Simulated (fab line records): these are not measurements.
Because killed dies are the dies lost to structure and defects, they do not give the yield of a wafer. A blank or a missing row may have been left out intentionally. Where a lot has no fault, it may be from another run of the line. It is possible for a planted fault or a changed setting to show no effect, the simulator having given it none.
The tool behind it: which one?    flow n5_finfet    Sampling: 9 lots, 27 wafers, 4 of 1938 route steps

## WHAT EACH GAUGE READ, for each wafer
N5_BEOL_M4_INSPECT_59: inspects for defects (darkfield).
lot   measured      on                 raw_defect_count
L170  day 8 00:47   defect_inspect-01  57 76 92
L171  day 8 03:30   defect_inspect-01  77 66 71
L174  day 9 05:11   defect_inspect-02  142 76 127
L175  day 9 09:56   defect_inspect-01  84 93 131
L178  day 10 08:33  defect_inspect-01  69 66 89
L179  day 10 11:41  defect_inspect-02  66 71 58
L180  day 10 15:52  defect_inspect-02  43 75 62
L185  day 12 03:50  defect_inspect-02  494 46 77
L187  day 12 19:13  defect_inspect-02  66 509 54

## WHAT TOOL EACH LOT RAN ON (gives the tool, then ch and the chambers of the sampled wafers, and finally the start)
lot   N5_BEOL_M4_ANNEAL_82          N5_BEOL_M4_SPUTTER_94         N5_BEOL_M4_PRE_CLEAN_60
L170  pvd_sputter-02, day 7 22:28   pvd_sputter-02, day 7 23:29   cvd_co-02 ch 0,1,2, day 8 00:32
L171  pvd_sputter-01, day 8 01:11   pvd_sputter-01, day 8 02:13   cvd_co-02 ch 0,1,2, day 8 03:15
L174  pvd_sputter-02, day 9 01:40   pvd_sputter-02, day 9 02:41   cvd_co-02 ch 0,1,2, day 9 04:56
L175  pvd_sputter-03, day 9 07:27   pvd_sputter-03, day 9 08:28   cvd_co-01 ch 0,1,2, day 9 09:41
L178  pvd_sputter-03, day 10 06:06  pvd_sputter-03, day 10 07:07  cvd_co-02 ch 1,2, day 10 08:18
L179  pvd_sputter-03, day 10 09:22  pvd_sputter-03, day 10 10:23  cvd_co-01 ch 0,2, day 10 11:26
L180  pvd_sputter-01, day 10 13:33  pvd_sputter-01, day 10 14:34  cvd_co-01 ch 0,1,2, day 10 15:37
L185  pvd_sputter-01, day 12 01:29  pvd_sputter-01, day 12 02:30  cvd_co-02 ch 0,1, day 12 03:35
L187  pvd_sputter-01, day 12 16:53  pvd_sputter-01, day 12 17:54  cvd_co-02 ch 0,1,2, day 12 18:56
- N5_BEOL_M4_ANNEAL_82: time 240 s.
- N5_BEOL_M4_SPUTTER_94: material Cu, target thk 4.5 nm, time 8.29 s.
- N5_BEOL_M4_PRE_CLEAN_60: time 15 s.

## THE ANSWER, worked out from the rows above alone
Rule: the lots themselves supply what counts as usual. Put in order of their means at a reading, lots are off if they are a third of the lots or fewer, leave a main group of 4 or more, and stand apart from it by a gap of 3 or more times the standard deviation of the main group's means; of several such gaps the widest counts. The tables above print the reading to a certain number of digits; a main group whose means all agree to those digits is not used. Also off: a lot with no number at a reading for which 4 or more lots have one. All remaining lots with rows at the step are treated as sound.
Off: L185, L187 (N5_BEOL_M4_INSPECT_59, raw_defect_count). Mean 81 and standard deviation 19 in the main group.
If a tool, at a process step before that reading, ran all the lots that are off and no sound lot after the first of them, it fits. Gauges at N5_BEOL_M4_INSPECT_59: tried the same way as those tools. Can't be told from this: 3 tools fit, pvd_sputter-01 at N5_BEOL_M4_ANNEAL_82 and N5_BEOL_M4_SPUTTER_94, cvd_co-02 at N5_BEOL_M4_PRE_CLEAN_60, defect_inspect-02 at N5_BEOL_M4_INSPECT_59.

## WHAT THE SIMULATOR HAD PUT IN
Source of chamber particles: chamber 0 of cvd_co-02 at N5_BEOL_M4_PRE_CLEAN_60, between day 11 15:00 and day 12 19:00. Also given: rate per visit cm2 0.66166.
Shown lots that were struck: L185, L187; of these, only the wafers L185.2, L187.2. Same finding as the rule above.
